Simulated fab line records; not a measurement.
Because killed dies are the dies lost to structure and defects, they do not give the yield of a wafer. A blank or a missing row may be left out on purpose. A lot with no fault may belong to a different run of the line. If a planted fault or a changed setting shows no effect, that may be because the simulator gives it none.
Matching of chambers	flow n5Finfet	pecvd-01 running N5_BEOL_M14_DEP_53: 3 sister chambers
The step deposits SiCN from 3MS/NH3, target thk 50 nm, time 17.8 s. 18 wafers are shown with their chamber, then 9 later ones without.

WAFERS, EACH WITH ITS CHAMBER
wafer	chamber	throttleValvePct (%)	showerheadPlenumPTorr (Torr)
L076.1	0	17.8	4.164
L076.2	1	17.4	4.178
L076.3	2	17.9	4.173
L078.1	1	17.3	4.180
L078.3	0	17.7	4.161
L078.4	2	17.7	4.163
L079.2	1	17.4	4.194
L079.3	0	17.7	4.161
L079.4	2	17.9	4.159
L084.3	0	17.6	4.177
L084.5	1	17.3	4.189
L084.6	0	18.0	4.158
L086.3	0	17.9	4.162
L086.4	0	17.6	4.159
L086.5	2	18.0	4.170
L088.1	2	17.8	4.168
L088.2	1	17.3	4.180
L088.5	1	17.4	4.193

SIGNATURES, as means of the wafers listed above
reading	chamber 0	chamber 1	chamber 2	scatter within a chamber
throttleValvePct	17.757	17.350	17.860	0.117
showerheadPlenumPTorr	4.16314	4.18567	4.16660	0.00648
Rule: for each reading, subtract the chamber's mean from the wafer's reading, divide by that reading's scatter and square the result; add these up over the readings and take the root, which gives the wafer's distance from the chamber. If the next closest chamber is less than 2 further off than the closest, the wafer can't be placed; otherwise it belongs to the closest. The scatter: the root of (the sum of the squares of (reading less its chamber's mean) over the shown wafers, divided by (wafers less chambers)).

WAFERS WITHOUT THEIR CHAMBER
wafer	throttleValvePct (%)	showerheadPlenumPTorr (Torr)
L090.4	17.8	4.166
L090.5	18.0	4.165
L090.6	17.5	4.176
L095.4	17.7	4.175
L095.5	17.7	4.158
L095.6	17.4	4.184
L097.2	17.4	4.164
L097.4	17.6	4.170
L097.5	17.8	4.162

WHICH CHAMBER EACH WENT THROUGH
wafer	from the rows above	in truth
L090.4	can't be placed: 2 or 0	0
L090.5	can't be placed: 2 or 0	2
L090.6	can't be placed: 1 or 0 or 2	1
L095.4	can't be placed: 2 or 0 or 1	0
L095.5	can't be placed: 0 or 2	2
L095.6	1	1
L097.2	can't be placed: 0 or 1 or 2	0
L097.4	can't be placed: 0 or 2 or 1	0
L097.5	can't be placed: 0 or 2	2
1 of 9 placed correctly. These rows do not allow placing 8 (true chamber among the candidates in 8). Placed wrongly: 0.
